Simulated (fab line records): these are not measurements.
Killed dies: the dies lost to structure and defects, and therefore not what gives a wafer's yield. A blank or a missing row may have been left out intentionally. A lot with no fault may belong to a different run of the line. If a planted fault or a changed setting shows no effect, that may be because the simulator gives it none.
Matching of chambers || flow n5 finfet || N5_DUMMY_GATE_ETCH_29 on rie diel-02 has 4 sister chambers
The step etches underlayer in N2/H2, target depth 13 nm. 4 wafers are shown with their chamber, then 8 later ones without.

## WAFERS PAIRED WITH THEIR CHAMBERS
{"wafer": "L074.2", "chamber": 2, "showerhead plenum p Torr (Torr)": 2.36}
{"wafer": "L084.2", "chamber": 1, "showerhead plenum p Torr (Torr)": 2.42}
{"wafer": "L084.5", "chamber": 3, "showerhead plenum p Torr (Torr)": 2.68}
{"wafer": "L085.2", "chamber": 0, "showerhead plenum p Torr (Torr)": 2.56}

## WAFERS WHOSE CHAMBER IS MISSING
{"wafer": "L085.3", "showerhead plenum p Torr (Torr)": 2.68}
{"wafer": "L085.4", "showerhead plenum p Torr (Torr)": 2.42}
{"wafer": "L092.4", "showerhead plenum p Torr (Torr)": 2.41}
{"wafer": "L092.5", "showerhead plenum p Torr (Torr)": 2.34}
{"wafer": "L092.6", "showerhead plenum p Torr (Torr)": 2.68}
{"wafer": "L095.1", "showerhead plenum p Torr (Torr)": 2.34}
{"wafer": "L095.3", "showerhead plenum p Torr (Torr)": 2.55}
{"wafer": "L095.4", "showerhead plenum p Torr (Torr)": 2.68}

## THE CHAMBER EACH PASSED THROUGH
{"wafer": "L085.3", "from the rows above": 3, "in truth": 3}
{"wafer": "L085.4", "from the rows above": 1, "in truth": 1}
{"wafer": "L092.4", "from the rows above": 1, "in truth": 1}
{"wafer": "L092.5", "from the rows above": 2, "in truth": 2}
{"wafer": "L092.6", "from the rows above": 3, "in truth": 3}
{"wafer": "L095.1", "from the rows above": 2, "in truth": 2}
{"wafer": "L095.3", "from the rows above": 0, "in truth": 0}
{"wafer": "L095.4", "from the rows above": 3, "in truth": 3}
Correctly placed: 8 of 8. Can't be placed from these rows: 0. Wrongly placed: 0.
How it was worked out, from the rows above alone: a wafer's distance from a chamber is the root of the sum, over the readings, of the square of ((its reading less the chamber's mean) divided by the reading's scatter). The wafer belongs to the nearest chamber; if the next one is less than 2 further off, it can't be placed. A chamber's mean is the mean of its shown wafers. The scatter: with one shown wafer a chamber, the root of the mean of the squares of how far each hidden wafer lies from its nearest shown one.
